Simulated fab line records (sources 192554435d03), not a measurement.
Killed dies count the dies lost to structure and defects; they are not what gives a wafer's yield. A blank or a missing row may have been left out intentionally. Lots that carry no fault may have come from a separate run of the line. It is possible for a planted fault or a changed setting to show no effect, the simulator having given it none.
Chamber matching | flow n5 finfet | rie diel-05 running N5_MOL_CONTACT_COAG_VIA_ETCH_117: 4 sister chambers
The step etches SiO2 in C4F6/O2, target depth 40 nm, overetch 8 nm, time 26 s. 14 wafers are shown with their chamber, then 7 later ones without.

== WAFERS, EACH WITH ITS CHAMBER ==
wafer  | chamber | rf vpp V (V) | throttle valve pct (%) | showerhead plenum p Torr (Torr)
L080.2 | 1       | 1666         | 40.3                   | 2.99
L080.5 | 1       | 1665         | 40.3                   | 2.99
L080.6 | 0       | 1569         | 40.8                   | 2.80
L082.2 | 0       | 1568         | 40.9                   | 2.79
L082.3 | 1       | 1664         | 40.3                   | 2.99
L082.4 | 3       | 1696         | 41.1                   | 2.80
L084.1 | 2       | 1641         | 41.3                   | 2.95
L084.4 | 3       | 1695         | 41.1                   | 2.80
L084.5 | 2       | 1642         | 41.3                   | 2.95
L090.2 | 2       | 1640         | 41.3                   | 2.95
L090.3 | 0       | 1569         | 40.9                   | 2.79
L090.6 | 3       | 1696         | 41.1                   | 2.79
L093.2 | 3       | 1696         | 41.1                   | 2.79
L093.3 | 2       | 1639         | 41.3                   | 2.94

SIGNATURES (averages over the wafers above)
reading                  | chamber 0 | chamber 1 | chamber 2 | chamber 3 | scatter within a chamber
rf vpp V                 | 1568.67   | 1665.00   | 1640.50   | 1695.75   | 0.917
throttle valve pct       | 40.867    | 40.300    | 41.300    | 41.100    | 0.0258
showerhead plenum p Torr | 2.7933    | 2.9900    | 2.9475    | 2.7950    | 0.00492
Rule: a wafer's distance from a chamber is the root of the sum, over the readings, of the square of ((its reading less the chamber's mean) divided by the reading's scatter). If the next closest chamber is less than 2 further off than the closest, the wafer can't be placed; otherwise it belongs to the closest. The scatter is the square root of a quotient: the sum, over the shown wafers, of each reading's squared deviation from its chamber's mean, divided by wafers minus chambers.

== WAFERS WITH NO CHAMBER GIVEN ==
wafer  | rf vpp V (V) | throttle valve pct (%) | showerhead plenum p Torr (Torr)
L093.6 | 1664         | 40.3                   | 2.98
L094.1 | 1665         | 40.4                   | 2.98
L094.4 | 1695         | 41.1                   | 2.79
L094.5 | 1663         | 40.4                   | 2.98
L095.1 | 1663         | 40.3                   | 2.98
L095.3 | 1696         | 41.1                   | 2.79
L095.5 | 1662         | 40.4                   | 2.98

== WHICH CHAMBER EACH ONE RAN IN ==
wafer  | from the rows above | in truth
L093.6 | 1                   | 1
L094.1 | 1                   | 1
L094.4 | 3                   | 3
L094.5 | 1                   | 1
L095.1 | 1                   | 1
L095.3 | 3                   | 3
L095.5 | 1                   | 1
7 of 7 placed correctly. Not placeable from these rows: 0. Placed wrongly: 0.
